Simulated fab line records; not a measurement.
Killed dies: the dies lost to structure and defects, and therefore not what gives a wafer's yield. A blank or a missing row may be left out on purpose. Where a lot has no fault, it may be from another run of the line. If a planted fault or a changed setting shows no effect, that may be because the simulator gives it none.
Split-lot experiment    flow n5Finfet    on a route of 1938 steps: 7 lots, 39 wafers read

== THE SPLIT ITSELF ==
At N5_SD_EPI_N_EPI_21 (deposits Si:P, time 690 s), the setting timeS was moved away from the recipe's 690 s on 15 of the 39 wafers read, by -46.4% to +48.3%. This setting was run at the recipe's value on the other wafers.

The reading comes from the split's own step.

== THE READING ==
Si-P_of_SD_EPI_N_EPI_21.thkNm (the simulator's own value, which no gauge read), in nm, at N5_SD_EPI_N_EPI_21 (deposits Si:P, time 690 s). No usual value for it is given in the file. The 24 wafers here that ran the recipe average 58.9 nm, standard deviation 0.46 nm.

wafer   tool, chamber at the split  timeS as run, s  against the recipe  Si-P_of_SD_EPI_N_EPI_21.thkNm, nm  against lot-mates on the recipe
L075.1  epiRpcvd-04, 0              556.8            -19.3%              50.8                               -8.7
L075.2  epiRpcvd-04, 0              690              recipe              59                                 -
L075.3  epiRpcvd-04, 0              690              recipe              59.8                               -
L075.4  epiRpcvd-04, 0              690              recipe              59.6                               -
L075.5  epiRpcvd-04, 0              556.8            -19.3%              51.6                               -7.9
L075.6  epiRpcvd-04, 0              556.8            -19.3%              51.2                               -8.3
L078.1  epiRpcvd-03, 0              369.7            -46.4%              34                                 -24.8
L078.2  epiRpcvd-03, 0              369.7            -46.4%              34.2                               -24.6
L078.3  epiRpcvd-03, 0              690              recipe              59.2                               -
L078.4  epiRpcvd-03, 0              369.7            -46.4%              34.4                               -24.4
L078.5  epiRpcvd-03, 0              690              recipe              58.6                               -
L078.6  epiRpcvd-03, 0              690              recipe              58.6                               -
L082.1  epiRpcvd-02, 0              953              +38.1%              72.8                               +14.5
L082.2  epiRpcvd-02, 0              690              recipe              58.2                               -
L082.4  epiRpcvd-02, 0              690              recipe              58.2                               -
L082.3  epiRpcvd-02, 0              953              +38.1%              73.2                               +14.9
L082.5  epiRpcvd-02, 0              953              +38.1%              72.6                               +14.3
L082.6  epiRpcvd-02, 0              690              recipe              58.4                               -
L084.1  epiRpcvd-03, 0              690              recipe              58.6                               -
L084.2  epiRpcvd-03, 0              932.7            +35.2%              73                                 +14.4
L084.3  epiRpcvd-03, 0              932.7            +35.2%              72.4                               +13.8
L084.4  epiRpcvd-03, 0              690              recipe              58.8                               -
L084.5  epiRpcvd-03, 0              932.7            +35.2%              72.2                               +13.6
L084.6  epiRpcvd-03, 0              690              recipe              58.4                               -
L088.1  epiRpcvd-04, 0              690              recipe              58.8                               -
L088.2  epiRpcvd-04, 0              690              recipe              58.8                               -
L088.3  epiRpcvd-04, 0              690              recipe              58.2                               -
L088.4  epiRpcvd-04, 0              690              recipe              59.2                               -
L088.5  epiRpcvd-04, 0              690              recipe              59.2                               -
L088.6  epiRpcvd-04, 0              690              recipe              59.2                               -
L091.1  epiRpcvd-04, 0              690              recipe              59.2                               -
L091.5  epiRpcvd-04, 0              690              recipe              59.2                               -
L091.2  epiRpcvd-04, 0              1023             +48.3%              78                                 +19.1
L091.3  epiRpcvd-04, 0              690              recipe              58.4                               -
L091.4  epiRpcvd-04, 0              1023             +48.3%              77.8                               +18.9
L091.6  epiRpcvd-04, 0              1023             +48.3%              77.8                               +18.9
L096.1  epiRpcvd-03, 0              690              recipe              59                                 -
L096.2  epiRpcvd-03, 0              690              recipe              59.6                               -
L096.6  epiRpcvd-03, 0              690              recipe              59.4                               -

THE FIT
A straight line over all 39 wafers: Si-P_of_SD_EPI_N_EPI_21.thkNm changes by +0.433 nm for each +1% of timeS; r = +0.99; the points scatter about the line by 1.5 nm.
The same after taking each lot's own level away (the mean of its wafers on the recipe; 39 wafers): +0.438 nm for each +1%; r = +0.99; scatter 1.4 nm.
The reading moves by 21 nm for the largest change in timeS, on that fit.
Measured against the standard deviation above, the lots' own levels, which go from 58.27 to 59.47 nm, span 2.6 times it.
So the lot-to-lot level changes the slope little: the two slopes agree.
Check: with one of the wafers moved furthest among these (+48.3%) left out of the fit, the line predicts +20.5 nm for it against its lot-mates. It came out at +19.1 nm against them.

== FURTHER SPLITS ON THESE WAFERS ==
Note: prior to the reading, these wafers also went through further splits. Each is held against what the fit with the lots' levels taken away leaves over:
other split on the same wafers  wafers away from the commonest value  r with Si-P_of_SD_EPI_N_EPI_21.thkNm (lot level and that fit taken away)
N5_FIN_SAQP_HM_DEP_03 timeS     15                                    +0.24

== THE WHOLE CHAIN: every reading that the file lists as answering this split, in the file's order ==
step                         what it does                  reading                                                                         change (the file's fit)                                                            r (the file's)
N5_SD_EPI_N_EPI_21           deposits Si:P, time 690 s     Si-P_of_SD_EPI_N_EPI_21.thkNm (the simulator's own value, which no gauge read)  +0.432 nm for each +1% of the setting                                              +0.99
N5_SD_EPI_N_EPI_MEAS_23                                    thkNm                                                                           withheld for each +1% of the setting                                               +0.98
N5_SD_ACTIVATION_RS_MEAS_03  measures by four-point-probe  RS_SD_N                                                                         not straight: 37.8 at the lowest setting, 22.0 at the recipe, 16.6 at the highest  not given

== THE FILE'S OWN FIT ==
Si-P_of_SD_EPI_N_EPI_21.thkNm changes by +0.432 nm for each +1% of timeS, r = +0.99.
